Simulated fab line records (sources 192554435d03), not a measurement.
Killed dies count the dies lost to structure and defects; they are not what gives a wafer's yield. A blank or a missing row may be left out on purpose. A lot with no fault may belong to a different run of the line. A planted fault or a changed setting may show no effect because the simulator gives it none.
Lot-split experiment || flow n5Finfet || 39 wafers read from 7 lots, route of 1938 steps

== SPLIT DETAILS ==
At N5_HKMG_FIN_ETCH_58 (etches SOC in N2/H2, target depth 215.8 nm, time 741 s), the setting sourceW was moved away from the recipe's 875 W on 12 of the 39 wafers read, by -5.5% to +16.8%. For the rest of the wafers, this setting stayed at what the recipe calls for.

The split's own step is where the reading is taken.

== THE READING ==
rfVppV, in V, at N5_HKMG_FIN_ETCH_58 (etches SOC in N2/H2, target depth 215.8 nm, time 741 s). Fault-free wafers of this fab line usually give 99.3 V, standard deviation 0.85 V.

{"wafer": "L075.2", "tool, chamber at the split": "rieDiel-06, 0", "sourceW as run, W": 875, "against the recipe": "recipe", "rfVppV, V": 99.7, "against lot-mates on the recipe": "-"}
{"wafer": "L075.4", "tool, chamber at the split": "rieDiel-06, 1", "sourceW as run, W": 875, "against the recipe": "recipe", "rfVppV, V": 100.7, "against lot-mates on the recipe": "-"}
{"wafer": "L075.6", "tool, chamber at the split": "rieDiel-06, 2", "sourceW as run, W": 875, "against the recipe": "recipe", "rfVppV, V": 99.6, "against lot-mates on the recipe": "-"}
{"wafer": "L076.1", "tool, chamber at the split": "rieDiel-03, 1", "sourceW as run, W": 875, "against the recipe": "recipe", "rfVppV, V": 99.1, "against lot-mates on the recipe": "-"}
{"wafer": "L076.2", "tool, chamber at the split": "rieDiel-03, 2", "sourceW as run, W": 875, "against the recipe": "recipe", "rfVppV, V": 99.5, "against lot-mates on the recipe": "-"}
{"wafer": "L076.3", "tool, chamber at the split": "rieDiel-03, 3", "sourceW as run, W": 875, "against the recipe": "recipe", "rfVppV, V": 98.7, "against lot-mates on the recipe": "-"}
{"wafer": "L076.4", "tool, chamber at the split": "rieDiel-03, 0", "sourceW as run, W": 875, "against the recipe": "recipe", "rfVppV, V": 100.7, "against lot-mates on the recipe": "-"}
{"wafer": "L076.5", "tool, chamber at the split": "rieDiel-03, 2", "sourceW as run, W": 875, "against the recipe": "recipe", "rfVppV, V": 98.5, "against lot-mates on the recipe": "-"}
{"wafer": "L076.6", "tool, chamber at the split": "rieDiel-03, 1", "sourceW as run, W": 875, "against the recipe": "recipe", "rfVppV, V": 98.6, "against lot-mates on the recipe": "-"}
{"wafer": "L084.1", "tool, chamber at the split": "rieDiel-03, 0", "sourceW as run, W": 978.9, "against the recipe": "+11.9%", "rfVppV, V": 96.9, "against lot-mates on the recipe": -2.4}
{"wafer": "L084.2", "tool, chamber at the split": "rieDiel-03, 2", "sourceW as run, W": 875, "against the recipe": "recipe", "rfVppV, V": 99.1, "against lot-mates on the recipe": "-"}
{"wafer": "L084.3", "tool, chamber at the split": "rieDiel-03, 1", "sourceW as run, W": 875, "against the recipe": "recipe", "rfVppV, V": 99.0, "against lot-mates on the recipe": "-"}
{"wafer": "L084.4", "tool, chamber at the split": "rieDiel-03, 3", "sourceW as run, W": 978.9, "against the recipe": "+11.9%", "rfVppV, V": 95.7, "against lot-mates on the recipe": -3.6}
{"wafer": "L084.5", "tool, chamber at the split": "rieDiel-03, 1", "sourceW as run, W": 875, "against the recipe": "recipe", "rfVppV, V": 99.8, "against lot-mates on the recipe": "-"}
{"wafer": "L084.6", "tool, chamber at the split": "rieDiel-03, 2", "sourceW as run, W": 978.9, "against the recipe": "+11.9%", "rfVppV, V": 94.8, "against lot-mates on the recipe": -4.5}
{"wafer": "L090.1", "tool, chamber at the split": "rieDiel-03, 0", "sourceW as run, W": 875, "against the recipe": "recipe", "rfVppV, V": 99.7, "against lot-mates on the recipe": "-"}
{"wafer": "L090.2", "tool, chamber at the split": "rieDiel-03, 2", "sourceW as run, W": 827, "against the recipe": "-5.5%", "rfVppV, V": 100.5, "against lot-mates on the recipe": "+1.4"}
{"wafer": "L090.3", "tool, chamber at the split": "rieDiel-03, 3", "sourceW as run, W": 875, "against the recipe": "recipe", "rfVppV, V": 98.8, "against lot-mates on the recipe": "-"}
{"wafer": "L090.4", "tool, chamber at the split": "rieDiel-03, 1", "sourceW as run, W": 875, "against the recipe": "recipe", "rfVppV, V": 98.8, "against lot-mates on the recipe": "-"}
{"wafer": "L090.5", "tool, chamber at the split": "rieDiel-03, 1", "sourceW as run, W": 827, "against the recipe": "-5.5%", "rfVppV, V": 100.0, "against lot-mates on the recipe": "+0.9"}
{"wafer": "L090.6", "tool, chamber at the split": "rieDiel-03, 2", "sourceW as run, W": 827, "against the recipe": "-5.5%", "rfVppV, V": 99.8, "against lot-mates on the recipe": "+0.7"}
{"wafer": "L092.1", "tool, chamber at the split": "rieDiel-06, 2", "sourceW as run, W": 971.9, "against the recipe": "+11.1%", "rfVppV, V": 95.0, "against lot-mates on the recipe": -4.0}
{"wafer": "L092.2", "tool, chamber at the split": "rieDiel-06, 3", "sourceW as run, W": 875, "against the recipe": "recipe", "rfVppV, V": 99.5, "against lot-mates on the recipe": "-"}
{"wafer": "L092.3", "tool, chamber at the split": "rieDiel-06, 0", "sourceW as run, W": 971.9, "against the recipe": "+11.1%", "rfVppV, V": 95.8, "against lot-mates on the recipe": -3.2}
{"wafer": "L092.4", "tool, chamber at the split": "rieDiel-06, 1", "sourceW as run, W": 875, "against the recipe": "recipe", "rfVppV, V": 97.8, "against lot-mates on the recipe": "-"}
{"wafer": "L092.5", "tool, chamber at the split": "rieDiel-06, 0", "sourceW as run, W": 875, "against the recipe": "recipe", "rfVppV, V": 99.7, "against lot-mates on the recipe": "-"}
{"wafer": "L092.6", "tool, chamber at the split": "rieDiel-06, 1", "sourceW as run, W": 971.9, "against the recipe": "+11.1%", "rfVppV, V": 95.9, "against lot-mates on the recipe": -3.1}
{"wafer": "L091.1", "tool, chamber at the split": "rieDiel-06, 1", "sourceW as run, W": 875, "against the recipe": "recipe", "rfVppV, V": 100.7, "against lot-mates on the recipe": "-"}
{"wafer": "L091.2", "tool, chamber at the split": "rieDiel-06, 3", "sourceW as run, W": 875, "against the recipe": "recipe", "rfVppV, V": 101.5, "against lot-mates on the recipe": "-"}
{"wafer": "L091.3", "tool, chamber at the split": "rieDiel-06, 2", "sourceW as run, W": 875, "against the recipe": "recipe", "rfVppV, V": 98.5, "against lot-mates on the recipe": "-"}
{"wafer": "L091.4", "tool, chamber at the split": "rieDiel-06, 0", "sourceW as run, W": 875, "against the recipe": "recipe", "rfVppV, V": 100.1, "against lot-mates on the recipe": "-"}
{"wafer": "L091.5", "tool, chamber at the split": "rieDiel-06, 2", "sourceW as run, W": 875, "against the recipe": "recipe", "rfVppV, V": 98.0, "against lot-mates on the recipe": "-"}
{"wafer": "L091.6", "tool, chamber at the split": "rieDiel-06, 1", "sourceW as run, W": 875, "against the recipe": "recipe", "rfVppV, V": 99.8, "against lot-mates on the recipe": "-"}
{"wafer": "L093.1", "tool, chamber at the split": "rieDiel-01, 3", "sourceW as run, W": 1022, "against the recipe": "+16.8%", "rfVppV, V": 93.6, "against lot-mates on the recipe": -5.7}
{"wafer": "L093.2", "tool, chamber at the split": "rieDiel-01, 0", "sourceW as run, W": 875, "against the recipe": "recipe", "rfVppV, V": 100.7, "against lot-mates on the recipe": "-"}
{"wafer": "L093.3", "tool, chamber at the split": "rieDiel-01, 2", "sourceW as run, W": 875, "against the recipe": "recipe", "rfVppV, V": 98.9, "against lot-mates on the recipe": "-"}
{"wafer": "L093.4", "tool, chamber at the split": "rieDiel-01, 1", "sourceW as run, W": 1022, "against the recipe": "+16.8%", "rfVppV, V": 94.7, "against lot-mates on the recipe": -4.6}
{"wafer": "L093.5", "tool, chamber at the split": "rieDiel-01, 0", "sourceW as run, W": 1022, "against the recipe": "+16.8%", "rfVppV, V": 94.4, "against lot-mates on the recipe": -4.9}
{"wafer": "L093.6", "tool, chamber at the split": "rieDiel-01, 3", "sourceW as run, W": 875, "against the recipe": "recipe", "rfVppV, V": 98.4, "against lot-mates on the recipe": "-"}

FIT RESULTS
A straight line over all 39 wafers: rfVppV changes by -0.298 V for each +1% of sourceW; r = -0.91; the points scatter about the line by 0.88 V.
The same after taking each lot's own level away (the mean of its wafers on the recipe; 39 wafers): -0.292 V for each +1%; r = -0.92; scatter 0.8 V.
According to that fit, moving sourceW by its largest amount changes the reading by 4.9 V.
From 99.00 to 100.00 V: that is the span of the lots' own levels, equal to 1.2 times the standard deviation above.
Hence the lot-to-lot level has little effect on the slope; both slopes agree.
Check: -4.83 V against its lot-mates is what the line predicts for one of the wafers moved furthest among these (+16.8%) when that wafer is left out of the fit. It came out at -5.73 V against them.
Tool readings at the split's step, against how far the setting was moved: rfVppV r = -0.91.

== OTHER SPLITS ON THESE WAFERS ==
Note: prior to the reading, these wafers also went through further splits. Each is held against what the fit with the lots' levels taken away leaves over:
{"other split on the same wafers": "N5_SD_EPI_P_ETCH_37 sourceW", "wafers away from the commonest value": 9, "r with rfVppV (lot level and that fit taken away)": "+0.13"}

== FILE'S OWN FIT ==
rfVppV changes by -0.297 V for each +1% of sourceW, r = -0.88.
